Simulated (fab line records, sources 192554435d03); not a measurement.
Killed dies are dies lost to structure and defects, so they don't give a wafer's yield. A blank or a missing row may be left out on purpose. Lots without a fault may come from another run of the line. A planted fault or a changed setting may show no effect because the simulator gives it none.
Split-lot experiment | flow n5_finfet | 7 lots, 21 wafers read, on a route of 1938 steps

THE SPLIT
At N5_PASSIVATION_PECVD_55 (deposits SiO2 from SiH4/N2O, target thk 400 nm, time 22.5 s), the setting time_s was moved away from the recipe's 22.5 s on 5 of the 21 wafers read, by -13.0% to +10.3%. The other wafers ran this setting at the recipe's value.

The reading is taken at the split's own step.

THE READING
SiO2_of_PASSIVATION_PECVD_55.thk_nm (the simulator's own value, which no gauge read), in nm, at N5_PASSIVATION_PECVD_55 (deposits SiO2 from SiH4/N2O, target thk 400 nm, time 22.5 s). The file gives no usual value for it. The 16 wafers here that ran the recipe average 395.0 nm, standard deviation 4.9 nm.

wafer  | tool, chamber at the split | time_s as run, s | against the recipe | SiO2_of_PASSIVATION_PECVD_55.thk_nm, nm | against lot-mates on the recipe
L078.3 | pecvd-01, 1                | 22.5             | recipe             | 395.8                                   | -
L078.4 | pecvd-01, 0                | 22.5             | recipe             | 405.2                                   | -
L078.6 | pecvd-01, 1                | 22.5             | recipe             | 398.2                                   | -
L079.1 | pecvd-01, 0                | 22.5             | recipe             | 387                                     | -
L079.3 | pecvd-01, 1                | 24.82            | +10.3%             | 426.4                                   | +39.4
L079.5 | pecvd-01, 1                | 24.82            | +10.3%             | 430                                     | +43.0
L083.2 | pecvd-01, 2                | 22.5             | recipe             | 400                                     | -
L083.5 | pecvd-01, 0                | 19.57            | -13.0%             | 343.6                                   | -56.4
L083.6 | pecvd-01, 1                | 19.57            | -13.0%             | 344.6                                   | -55.4
L084.2 | pecvd-04, 2                | 22.5             | recipe             | 389.8                                   | -
L084.3 | pecvd-04, 1                | 22.5             | recipe             | 391.2                                   | -
L084.4 | pecvd-04, 2                | 22.5             | recipe             | 401.8                                   | -
L085.1 | pecvd-01, 2                | 22.5             | recipe             | 389.2                                   | -
L085.5 | pecvd-01, 0                | 22.5             | recipe             | 396                                     | -
L085.6 | pecvd-01, 2                | 22.5             | recipe             | 399.2                                   | -
L088.1 | pecvd-01, 2                | 22.5             | recipe             | 394.8                                   | -
L088.3 | pecvd-01, 1                | 22.5             | recipe             | 389.2                                   | -
L088.5 | pecvd-01, 1                | 22.5             | recipe             | 392.2                                   | -
L087.1 | pecvd-04, 0                | 20.53            | -8.8%              | 358.4                                   | -36.7
L087.2 | pecvd-04, 1                | 22.5             | recipe             | 395.6                                   | -
L087.3 | pecvd-04, 2                | 22.5             | recipe             | 394.6                                   | -

THE FIT
A straight line over all 21 wafers: SiO2_of_PASSIVATION_PECVD_55.thk_nm changes by +3.69 nm for each +1% of time_s; r = +0.97; the points scatter about the line by 4.9 nm.
The same after taking each lot's own level away (the mean of its wafers on the recipe; 21 wafers): +4.17 nm for each +1%; r = +0.99; scatter 3.4 nm.
On that fit, the largest move of time_s shifts the reading by 54 nm.
The lots' own levels span 387.00 to 400.00 nm, that is 2.6 times the standard deviation above.
So the lot-to-lot level changes the slope: the two fits differ.
Check: with one of the wafers moved furthest among these (-13.0%) left out of the fit, the line predicts -53.9 nm for it against its lot-mates. It came out at -56.4 nm against them.

OTHER SPLITS ON THESE WAFERS
These wafers also went through other splits before the reading. Each is held against what the fit with the lots' levels taken away leaves over:
other split on the same wafers | wafers away from the commonest value | r with SiO2_of_PASSIVATION_PECVD_55.thk_nm (lot level and that fit taken away)
N5_BEOL_M13_ILD_DEP_00 time_s  | 7                                    | -0.09
N5_BEOL_M13_COAT_58 spin_rpm   | 7                                    | +0.04
N5_BEOL_M14_DEP_53 time_s      | 9                                    | +0.08
N5_BEOL_M15_SPUTTER_44 power_w | 3                                    | +0.07

THE WHOLE CHAIN: every reading that the file lists as answering this split, in the file's order
step                       | what it does                                                | reading                                                                              | change (the file's fit)              | r (the file's)
N5_PASSIVATION_PECVD_55    | deposits SiO2 from SiH4/N2O, target thk 400 nm, time 22.5 s | SiO2_of_PASSIVATION_PECVD_55.thk_nm (the simulator's own value, which no gauge read) | +4.18 nm for each +1% of the setting | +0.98
N5_PASSIVATION_VIA_ETCH_13 | etches SiO2 in CHF3/O2, target depth 660 nm, time 330 s     | etch_rf_on_time_s                                                                    | withheld for each +1% of the setting | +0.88

THE FILE'S OWN FIT
SiO2_of_PASSIVATION_PECVD_55.thk_nm changes by +4.18 nm for each +1% of time_s, r = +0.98.
